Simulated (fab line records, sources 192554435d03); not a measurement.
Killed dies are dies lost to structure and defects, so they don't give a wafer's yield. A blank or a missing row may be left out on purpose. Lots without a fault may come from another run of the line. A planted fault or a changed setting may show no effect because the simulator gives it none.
fab line records | flow n5_finfet
record lots=11 wafers=33 last_day=20
route steps=1938 shown BEOL_M11@1587 PASSIVATION@1936
lots that met no fault: from a run of the same line without faults
start_h: hours from the record's first day to the start of the lot's first wafer shown | wait_h: hours since the lot's step before | " the same as in the row above | L1.1+2: a row that stands for several wafers | - no value, or no start given | * or withheld: withheld | < > ~ a bound
route shown NAME@n: a module of which the file shows steps, and the number in the route of the first | usual: mean/standard deviation of fault-free wafers | same: alike in all rows | chamber/n: place in a boat | sites: the reading at each site | _std_site: their standard deviation | _edge_site: outer sites' mean less inner sites' | radius_mm: how far each site lies from the wafer's centre | mask NAME#n: copy n | behind: the tool/chamber that last shaped the wafer | hold: why the lot was held/for how many hours/how that ended | device: the transistor (n, p or np) that didn't switch | end of line: the same wafers' tests at the end of the route | a step without rows: its recipe alone | killed: dies lost to structure and defects at the first sort, not the wafer's yield | map: a wafer's dies, x killed, . not, _ none there
set.NAME: the setting as run; set.NAME@STEP: as run at that earlier step | model.NAME: the simulator's own value behind a step, which no gauge read
steps of the route over a sample of lots; a table a step, a row a wafer
services: from which hour (start_h, from the record's first day; less than 0 if before it) a tool's chamber was out of use, for how many hours, and why
## steps
# step N5_BEOL_M11_CURE_72
# recipe temp_c=370 time_s=120 ambient=DMADMS/He material=SiCOH_lowk
# usual lamp_power_pct=52.32/0.051 wafer_temp_C_max=371.8/0.73
# columns lot.wafer tool chamber start_h wait_h lamp_power_pct wafer_temp_C_max
L982.1 uv_cure-03 0 270.96 0.1 52.29 372.6
L982.5 " 0 " " 52.29 372.1
L982.6 " 0 " " 52.24 372.2
L983.2 uv_cure-02 2 281.08 0.1 52.29 371.0
L983.3 " 2 " " 52.32 371.2
L983.5 " 2 " " 52.32 371.6
L984.1 uv_cure-02 0 297.57 0.0 52.35 370.9
L984.4 " 0 " " 52.28 370.9
L984.5 " 0 " " 52.33 370.5
L986.1 uv_cure-02 2 307.24 0.0 52.27 371.5
L986.4 " 2 " " 52.32 371.0
L986.5 " 2 " " 52.28 371.3
L990.4 uv_cure-01 0 318.46 0.2 52.32 372.6
L990.5 " 0 " " 52.30 372.2
L990.6 " 0 " " 52.33 373.0
L989.2 uv_cure-02 2 332.87 0.1 52.33 371.3
L989.4 " 2 " " 52.31 370.9
L989.5 " 2 " " 52.26 371.9
L993.2 uv_cure-03 0 334.27 0.1 52.36 371.7
L993.4 " 0 " " 52.37 372.3
L993.6 " 0 " " 52.35 371.7
L992.2 uv_cure-01 2 356.89 0.2 52.41 371.2
L992.3 " 2 " " 52.32 370.9
L992.5 " 2 " " 52.12 371.5
L100.1 uv_cure-01 2 366.59 0.0 52.35 371.1
L100.4 " 2 " " 52.40 370.7
L100.5 " 2 " " 52.35 370.9
L103.2 uv_cure-03 2 377.78 0.1 52.35 371.2
L103.4 " 2 " " 52.35 371.1
L103.6 " 2 " " 52.29 371.8
L104.1 uv_cure-03 2 431.21 0.3 52.33 371.8
L104.2 " 2 " " 52.38 371.9
L104.6 " 2 " " 52.33 371.6
# step N5_BEOL_M11_ALD_74
# recipe material=TaN target_thk_a=20 temp_c=275 ald_precursor_family=PDMAT ald_co_reactant=NH3 pressure_torr=3 carrier_flow_sccm=1500 pulse_time_s=2 purge_time_s=3 co_reactant_purge_time_s=2 co_reactant_pulse_time_s=3 ald_cycles=40 precursor_vessel_temp_c=75 precursor_vessel_pressure_torr=26.25 precursor_vessel_carrier_sccm=1000
# usual ald_cycles=40/0 heater_power_w=400/39
# columns lot.wafer tool chamber start_h wait_h ald_cycles heater_power_w
L982.1 ald_metal-04 2 271.47 0.0 40 369
L982.5 " 3 " " 40 346
L982.6 " 0 " " 40 461
L983.2 ald_metal-01 1 281.48 0.0 40 370
L983.3 " 3 " " 40 429
L983.5 " 0 " " 40 354
L984.1 ald_metal-04 2 298.12 0.0 40 369
L984.4 " 0 " " 40 470
L984.5 " 1 " " 40 455
L986.1 ald_metal-03 2 308.12 0.2 40 446
L986.4 " 0 " " 40 375
L986.5 " 2 " " 40 441
L990.4 ald_metal-04 3 318.87 0.0 40 347
L990.5 " 0 " " 40 456
L990.6 " 1 " " 40 461
L989.2 ald_metal-01 0 334.01 0.1 40 360
L989.4 " 1 " " 40 383
L989.5 " 1 " " 40 385
L993.2 ald_metal-01 3 336.04 0.0 40 432
L993.4 " 1 " " 40 386
L993.6 " 1 " " 40 381
L992.2 ald_metal-04 2 357.50 0.0 38 381
L992.3 " 3 " " 40 352
L992.5 " 2 " " 40 374
L100.1 ald_metal-04 1 367.20 0.0 38 457
L100.4 " 2 " " 40 377
L100.5 " 1 " " 40 458
L103.2 ald_metal-01 3 378.18 0.0 40 431
L103.4 " 0 " " 40 354
L103.6 " 1 " " 40 379
L104.1 ald_metal-04 3 431.88 0.0 40 354
L104.2 " 2 " " 40 384
L104.6 " 0 " " 40 453
# step N5_BEOL_M11_SPUTTER_48
# recipe material=Cu target_thk_a=120 temp_c=-20 bias_v=60 power_w=26000 chamber_pressure_pa=0.13 time_s=2
# usual cathode_dc_power_W=26000/4.5 throttle_valve_pct=29.6/1.4
# columns lot.wafer tool chamber start_h wait_h cathode_dc_power_W throttle_valve_pct
L982.1 pvd_sputter-02 - 272.11 0.1 26007 31.7
L982.5 " - " " 25995 31.2
L982.6 " - " " 26004 27.1
L983.2 pvd_sputter-03 - 283.41 1.1 25998 32.2
L983.3 " - " " 26003 28.3
L983.5 " - " " 26005 29.4
L984.1 pvd_sputter-01 - 299.14 0.2 26002 29.6
L984.4 " - " " 26001 30.7
L984.5 " - " " 25997 29.1
L986.1 pvd_sputter-01 - 308.66 0.1 25992 28.8
L986.4 " - " " 25993 28.9
L986.5 " - " " 26004 28.8
L990.4 pvd_sputter-02 - 319.51 0.1 25990 31.2
L990.5 " - " " 26005 30.8
L990.6 " - " " 26004 31.4
L989.2 pvd_sputter-03 - 335.14 0.2 25996 32.5
L989.4 " - " " 25999 27.5
L989.5 " - " " 25998 29.5
L993.2 pvd_sputter-03 - 336.52 0.1 26000 32.4
L993.4 " - " " 25998 27.3
L993.6 " - " " 26001 29.6
L992.2 pvd_sputter-02 - 358.12 0.2 25996 31.0
L992.3 " - " " 26002 27.2
L992.5 " - " " 25999 31.2
L100.1 pvd_sputter-01 - 367.77 0.1 26000 28.7
L100.4 " - " " 25997 30.8
L100.5 " - " " 25999 28.9
L103.2 pvd_sputter-01 - 380.68 0.1 25999 29.0
L103.4 " - " " 26009 28.9
L103.6 " - " " 25997 29.3
L104.1 pvd_sputter-01 - 432.40 0.1 26000 29.0
L104.2 " - " " 25990 29.9
L104.6 " - " " 25993 28.9
# step N5_BEOL_M11_DEP_56
# recipe material=SiCN target_thk_a=300 temp_c=withheld precursor=3MS/NH3 pressure_torr=3 rf_w=675 time_s=10.5
# usual rf_fwd_power_W=666/3.3 showerhead_plenum_p_Torr=4.141/0.021 throttle_valve_pct=18.0/0.86
# columns lot.wafer tool chamber start_h wait_h rf_fwd_power_W showerhead_plenum_p_Torr throttle_valve_pct
L982.1 pecvd-02 1 273.44 0.0 666 4.182 18.3
L982.5 " 2 " " 665 4.134 17.8
L982.6 " 1 " " 666 4.195 18.0
L983.2 pecvd-03 1 284.29 0.0 668 4.130 18.9
L983.3 " 0 " " 667 4.151 18.9
L983.5 " 0 " " 667 4.149 18.7
L984.1 pecvd-02 0 300.31 0.0 667 4.137 17.8
L984.4 " 2 " " 665 4.118 17.9
L984.5 " 0 " " 670 4.139 17.9
L986.1 pecvd-03 2 310.87 0.0 672 4.127 17.2
L986.4 " 0 " " 667 4.138 18.8
L986.5 " 1 " " 667 4.134 18.9
L990.4 pecvd-04 2 320.52 0.0 661 4.169 16.3
L990.5 " 1 " " 664 4.108 17.9
L990.6 " 0 " " 662 4.147 17.9
L989.2 pecvd-03 0 336.03 0.0 664 4.145 19.2
L989.4 " 2 " " 673 4.128 17.1
L989.5 " 1 " " 668 4.140 18.8
L993.2 pecvd-04 2 337.42 0.0 666 4.173 16.3
L993.4 " 1 " " 665 4.115 18.1
L993.6 " 2 " " 664 4.175 16.3
L992.2 pecvd-03 0 359.10 0.0 667 4.142 18.9
L992.3 " 2 " " 669 4.115 17.3
L992.5 " 2 " " 672 4.125 17.1
L100.1 pecvd-03 0 368.68 0.0 664 4.145 19.0
L100.4 " 0 " " 665 4.148 19.1
L100.5 " 2 " " 672 4.122 17.4
L103.2 pecvd-03 1 381.83 0.0 666 4.127 19.0
L103.4 " 1 " " 667 4.139 19.0
L103.6 " 0 " " 667 4.146 19.4
L104.1 pecvd-03 2 433.55 0.0 670 4.129 17.3
L104.2 " 1 " " 666 4.128 18.9
L104.6 " 1 " " 666 4.126 18.9
# step N5_PASSIVATION_PROBE_49
# usual defect_limited_yield=91.1/1.4 killed_at_M0_to_M3=34/10 killed_at_M4_up=14/5.5 killed_at_contacts=12/5.1 killed_at_front_end=41/12 killed_at_other=4/3.1 killed_dies=105/17 killed_open=70/13 killed_short=33/7.6 sort_bin_5_function=5.3/0.98 sort_bin_6_memory=3.3/0.67 sort_bin_8_speed=0.00/0.007 sort_n_pass=1075/17 sort_yield_pct=91.1/1.4
# same gross_dies=1180 killed_at_back_side=0 sort_bin_4_leakage[%]=0
# columns lot.wafer tool chamber start_h wait_h defect_limited_yield[%] killed_at_M0_to_M3 killed_at_M4_up killed_at_contacts killed_at_front_end killed_at_other killed_dies killed_open killed_short sort_bin_5_function[%] sort_bin_6_memory[%] sort_bin_8_speed[%] sort_n_pass sort_yield_pct[%]
L982.1 prober-02 - 317.76 0.0 92.8 39 4 18 24 0 85 61 22 3.3 3.7 0 1095 92.8
L982.5 prober-02 - 317.96 0.2 89.1 51 10 13 49 6 129 92 35 6.7 3.9 0 1051 89.1
L982.6 prober-02 - 318.01 0.3 90.9 44 10 10 41 2 107 66 34 4.1 4.6 0 1073 90.9
L983.2 prober-01 - 326.13 0.1 90.9 27 21 12 43 4 107 67 37 5.5 3.2 0 1073 90.9
L983.3 prober-01 - 326.18 0.1 92.5 28 20 9 29 2 88 61 27 4.0 3.1 0 1092 92.5
L983.5 prober-01 - 326.28 0.2 94.4 20 14 6 26 0 66 43 20 3.8 1.7 0 1114 94.4
L990.4 prober-01 - 363.30 0.2 92.1 34 12 3 44 0 93 59 34 4.2 3.1 0 1087 92.1
L990.5 prober-01 - 363.35 0.2 91.8 33 5 14 43 2 97 67 30 4.8 2.9 0 1083 91.8
L990.6 prober-01 - 363.40 0.3 90.7 15 9 10 75 1 110 72 38 5.6 3.5 0 1070 90.7
L989.2 prober-02 - 373.10 0.1 93.6 21 25 4 26 0 76 45 30 3.6 2.8 0 1104 93.6
L989.4 prober-02 - 373.20 0.2 92.3 17 15 17 39 3 91 61 27 3.9 3.5 0 1089 92.3
L989.5 prober-02 - 373.25 0.2 93.7 18 10 15 31 0 74 54 18 4.1 1.9 0 1106 93.7
L992.2 prober-02 - 407.97 0.1 91.4 33 18 17 28 6 102 77 25 5.4 3.1 0 1078 91.4
L992.3 prober-02 - 408.02 0.1 89.8 37 21 10 47 5 120 76 44 5.7 4.1 0 1060 89.8
L992.5 prober-02 - 408.12 0.2 89.8 43 12 9 46 10 120 92 28 6.2 3.7 0 1060 89.8
L100.1 prober-01 - 411.87 0.0 89.8 25 15 26 46 8 120 90 30 6.4 3.5 0 1060 89.8
L100.4 prober-01 - 412.02 0.2 91.1 30 13 9 48 5 105 70 35 4.8 3.9 0 1075 91.1
L100.5 prober-01 - 412.07 0.2 90.8 37 10 12 48 2 109 71 37 5.3 3.5 0 1071 90.8
L103.2 prober-01 - 420.31 0.1 90.5 43 11 7 46 5 112 71 39 6.1 3.3 0 1068 90.5
L103.4 prober-01 - 420.41 0.2 90.0 40 22 9 44 3 118 79 38 6.1 3.5 0 1062 90.0
L103.6 prober-01 - 420.51 0.3 88.8 69 13 4 42 4 132 74 56 7.4 3.2 0 1048 88.8
L104.1 prober-01 - 476.58 0.0 90.7 47 17 11 35 0 110 70 39 5.3 3.6 0 1070 90.7
L104.2 prober-01 - 476.63 0.1 89.7 45 18 12 45 1 121 81 40 5.5 4.6 0 1059 89.7
L104.6 prober-01 - 476.83 0.3 91.5 34 17 11 38 0 100 64 36 4.9 3.4 0 1080 91.5
# killed by level:class
L982.1 MOL_CONTACT_COAG:geometric_particle:open=14 STI_FIN_REVEAL:geometric_particle:open=9 BEOL_M2:geometric_particle:open=9 BEOL_M0_SAQP:geometric_particle:open=7 BEOL_M3:geometric_particle:open=6 MOL_CONTACT_COAG:geometric_particle:short=4 BEOL_M0_SAQP:geometric_particle:short=4 BEOL_M0:geometric_particle:short=4
L982.5 BEOL_M0_SAQP:geometric_particle:open=15 DUMMY_GATE:geometric_particle:open=12 MOL_CONTACT_COAG:geometric_particle:open=12 STI_FIN_REVEAL:geometric_particle:open=9 BEOL_M0_SAQP:geometric_particle:short=9 BEOL_M3:geometric_particle:open=8 BEOL_M2:geometric_particle:open=7 FIN_SAQP:geometric_particle:open=5
L982.6 BEOL_M0_SAQP:geometric_particle:short=17 MOL_CONTACT_COAG:geometric_particle:open=10 BEOL_M0_SAQP:geometric_particle:open=9 STI_FIN_REVEAL:geometric_particle:open=7 GATE_CUT:geometric_particle:short=7 ILD0:geometric_particle:open=6 BEOL_M3:geometric_particle:open=5 BEOL_M1:geometric_particle:open=4
L983.2 FIN_SAQP:geometric_particle:open=15 MOL_CONTACT_COAG:geometric_particle:open=9 FIN_SAQP:geometric_particle:short=8 BEOL_M0_SAQP:geometric_particle:short=6 BEOL_M0_SAQP:geometric_particle:open=5 BEOL_M4:geometric_particle:open=5 BEOL_M2:geometric_particle:open=4 STARTING-WAFER:geometric_particle:short=4
L983.3 BEOL_M0_SAQP:geometric_particle:open=12 FIN_SAQP:geometric_particle:open=8 STI_FIN_REVEAL:geometric_particle:open=8 BEOL_M4:geometric_particle:open=8 FIN_SAQP:geometric_particle:short=6 BEOL_M2:geometric_particle:open=6 MOL_CONTACT_COAG:geometric_particle:open=5 BEOL_M0_SAQP:geometric_particle:short=5
L983.5 BEOL_M3:geometric_particle:open=6 SPACER0:geometric_particle:open=5 MOL_CONTACT_COAG:geometric_particle:open=5 BEOL_M0_SAQP:geometric_particle:open=5 BEOL_M4:geometric_particle:open=4 FIN_SAQP:geometric_particle:open=3 SPACER0:geometric_particle:short=3 ILD0:geometric_particle:open=3
L990.4 FIN_SAQP:geometric_particle:open=12 BEOL_M0_SAQP:geometric_particle:short=10 FIN_SAQP:geometric_particle:short=7 BEOL_M0_SAQP:geometric_particle:open=7 BEOL_M4:geometric_particle:open=5 STI_FIN_REVEAL:geometric_particle:open=4 BEOL_M1:geometric_particle:open=4 BEOL_M3:geometric_particle:open=4
L990.5 MOL_CONTACT_COAG:geometric_particle:open=12 BEOL_M1:geometric_particle:open=11 STI_FIN_REVEAL:geometric_particle:open=9 FIN_SAQP:geometric_particle:open=7 BEOL_M0_SAQP:geometric_particle:short=6 FIN_SAQP:geometric_particle:short=5 BEOL_M3:geometric_particle:open=5 ILD0:geometric_particle:open=4
L990.6 FIN_SAQP:geometric_particle:open=29 FIN_SAQP:geometric_particle:short=18 MOL_CONTACT_COAG:geometric_particle:open=7 ILD0:geometric_particle:short=5 DUMMY_GATE:geometric_particle:open=5 GATE_CUT:geometric_particle:short=4 BEOL_M5:geometric_particle:open=4 ILD0:geometric_particle:open=3
L989.2 BEOL_M4:geometric_particle:open=8 STI_FIN_REVEAL:geometric_particle:open=6 BEOL_M0_SAQP:geometric_particle:short=6 BEOL_M0_SAQP:geometric_particle:open=4 BEOL_M4:geometric_particle:short=4 BEOL_M8:geometric_particle:open=4 MOL_CONTACT_COAG:geometric_particle:open=3 BEOL_M1:geometric_particle:open=3
L989.4 MOL_CONTACT_COAG:geometric_particle:open=14 BEOL_M4:geometric_particle:open=10 GATE_CUT:geometric_particle:short=9 BEOL_M3:geometric_particle:open=6 GATE_CUT:geometric_particle:open=5 BEOL_M0_SAQP:geometric_particle:open=5 STI_FIN_REVEAL:geometric_particle:open=4 ILD0:geometric_particle:short=4
L989.5 MOL_CONTACT_COAG:geometric_particle:open=14 STI_FIN_REVEAL:geometric_particle:open=13 BEOL_M1:geometric_particle:open=8 GATE_CUT:geometric_particle:short=5 BEOL_M0_SAQP:geometric_particle:open=4 BEOL_M3:geometric_particle:short=3 BEOL_M5:geometric_particle:short=3 BEOL_M5:geometric_particle:open=3
L992.2 MOL_CONTACT_COAG:geometric_particle:open=15 BEOL_M2:geometric_particle:open=15 DUMMY_GATE:geometric_particle:open=8 BEOL_M4:geometric_particle:open=8 BEOL_M0:geometric_particle:open=5 FIN_SAQP:geometric_particle:open=4 FIN_SAQP:geometric_particle:short=4 DUMMY_GATE:geometric_particle:short=3
L992.3 FIN_SAQP:geometric_particle:short=14 BEOL_M4:geometric_particle:open=13 BEOL_M3:geometric_particle:open=10 GATE_CUT:geometric_particle:short=9 MOL_CONTACT_COAG:geometric_particle:open=9 STI_FIN_REVEAL:geometric_particle:open=7 BEOL_M0_SAQP:geometric_particle:short=7 FIN_SAQP:geometric_particle:open=6
L992.5 STI_FIN_REVEAL:geometric_particle:open=15 BEOL_M2:geometric_particle:open=14 MOL_CONTACT_COAG:geometric_particle:open=9 BEOL_M4:geometric_particle:open=8 DUMMY_GATE:geometric_particle:open=7 BEOL_M0_SAQP:geometric_particle:short=7 BEOL_M0_SAQP:geometric_particle:open=7 BEOL_M3:geometric_particle:open=6
L100.1 MOL_CONTACT_COAG:geometric_particle:open=20 FIN_SAQP:geometric_particle:open=14 BEOL_M4:geometric_particle:open=11 BEOL_M3:geometric_particle:open=8 FIN_SAQP:geometric_particle:short=6 MOL_CONTACT_COAG:geometric_particle:short=6 BEOL_M1:geometric_particle:open=6 BEOL_M0_SAQP:geometric_particle:open=5
L100.4 FIN_SAQP:geometric_particle:open=9 MOL_CONTACT_COAG:geometric_particle:open=8 BEOL_M0_SAQP:geometric_particle:short=8 FIN_SAQP:geometric_particle:short=7 STI_FIN_REVEAL:geometric_particle:open=7 GATE_CUT:geometric_particle:open=7 BEOL_M0_SAQP:geometric_particle:open=6 BEOL_M2:geometric_particle:open=6
L100.5 STI_FIN_REVEAL:geometric_particle:open=10 BEOL_M1:geometric_particle:open=9 BEOL_M3:geometric_particle:open=9 MOL_CONTACT_COAG:geometric_particle:open=8 FIN_SAQP:geometric_particle:short=7 FIN_SAQP:geometric_particle:open=6 SPACER0:geometric_particle:open=6 BEOL_M0_SAQP:geometric_particle:short=5
L103.2 BEOL_M3:geometric_particle:open=12 BEOL_M0_SAQP:geometric_particle:open=11 BEOL_M1:geometric_particle:open=10 FIN_SAQP:geometric_particle:open=9 FIN_SAQP:geometric_particle:short=8 BEOL_M0_SAQP:geometric_particle:short=7 DUMMY_GATE:geometric_particle:open=6 GATE_CUT:geometric_particle:short=5
L103.4 BEOL_M4:geometric_particle:open=11 DUMMY_GATE:geometric_particle:open=10 BEOL_M3:geometric_particle:open=10 MOL_CONTACT_COAG:geometric_particle:open=7 BEOL_M0_SAQP:geometric_particle:open=7 BEOL_M0_SAQP:geometric_particle:short=7 BEOL_M1:geometric_particle:open=7 FIN_SAQP:geometric_particle:open=6
L103.6 BEOL_M0_SAQP:geometric_particle:short=22 FIN_SAQP:geometric_particle:short=14 BEOL_M0_SAQP:geometric_particle:open=14 BEOL_M3:geometric_particle:open=8 BEOL_M2:geometric_particle:open=7 FIN_SAQP:geometric_particle:open=6 BEOL_M1:geometric_particle:open=6 STI_FIN_REVEAL:geometric_particle:open=5
L104.1 BEOL_M0_SAQP:geometric_particle:open=16 MOL_CONTACT_COAG:geometric_particle:open=10 STI_FIN_REVEAL:geometric_particle:open=9 BEOL_M0_SAQP:geometric_particle:short=8 BEOL_M3:geometric_particle:open=8 BEOL_M4:geometric_particle:open=8 FIN_SAQP:geometric_particle:short=5 BEOL_M2:geometric_particle:short=5
L104.2 FIN_SAQP:geometric_particle:open=14 FIN_SAQP:geometric_particle:short=10 BEOL_M1:geometric_particle:open=10 MOL_CONTACT_COAG:geometric_particle:open=9 BEOL_M2:geometric_particle:open=8 BEOL_M4:geometric_particle:open=7 BEOL_M0_SAQP:geometric_particle:open=7 ILD0:geometric_particle:short=5
L104.6 BEOL_M2:geometric_particle:open=13 MOL_CONTACT_COAG:geometric_particle:open=8 FIN_SAQP:geometric_particle:short=7 DUMMY_GATE:geometric_particle:open=7 FIN_SAQP:geometric_particle:open=5 BEOL_M0_SAQP:geometric_particle:short=5 BEOL_M3:geometric_particle:open=5 BEOL_M4:geometric_particle:open=5
## services
# columns tool chamber start_h hours kind
uv_cure-03 - 277.14 5.8 repair
uv_cure-01 - 279.71 2.1 pm
pecvd-03 0 285.92 5.5 scheduled_down
ald_metal-01 - 292.50 6.0 pm
pecvd-03 2 295.39 5.9 repair
pecvd-02 2 304.17 2.1 scheduled_down
pecvd-02 1 311.59 5.5 scheduled_down
pecvd-02 2 319.12 5.5 scheduled_down
pecvd-03 - 322.59 2.8 pm
ald_metal-03 - 337.25 14.0 pm
uv_cure-02 - 344.14 2.8 pm
ald_metal-01 2 350.55 34.0 repair
ald_metal-01 3 355.62 8.0 repair
pvd_sputter-03 - 358.43 1.8 repair
pecvd-03 1 367.19 6.5 repair
pecvd-02 - 370.57 2.9 repair
uv_cure-02 - 380.78 3.4 repair
pecvd-02 1 383.62 - clean
pecvd-02 1 383.62 - consumable_replace:showerhead
pecvd-02 1 383.62 29.0 scheduled_down
uv_cure-02 - 394.71 73.7 repair
pecvd-03 - 398.89 0.5 repair
pvd_sputter-03 - 400.31 4.1 repair
uv_cure-01 - 414.42 1.3 repair
## key
first_sign step=N5_BEOL_M11_ALD_74 reading=ald_cycles direction=down sigmas=99+ usual=* struck=*
effect none on later readings
met_at N5_BEOL_M11_ALD_74
struck_lots L992,L100
struck_wafers L992.2,L100.1
not_acting_at N5_BEOL_M11_CURE_72,N5_BEOL_M11_SPUTTER_48,N5_BEOL_M11_DEP_56
onset_between 318.87 357.50
fault kind=process_parameter_drift tool=ald_metal-04 chamber=- onset_h=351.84 steps=N5_BEOL_M11_ALD_74 channel=ald_cycles offset=* shape=step end_h=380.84 scope=struck_wafers_only acts_in=* stated=*
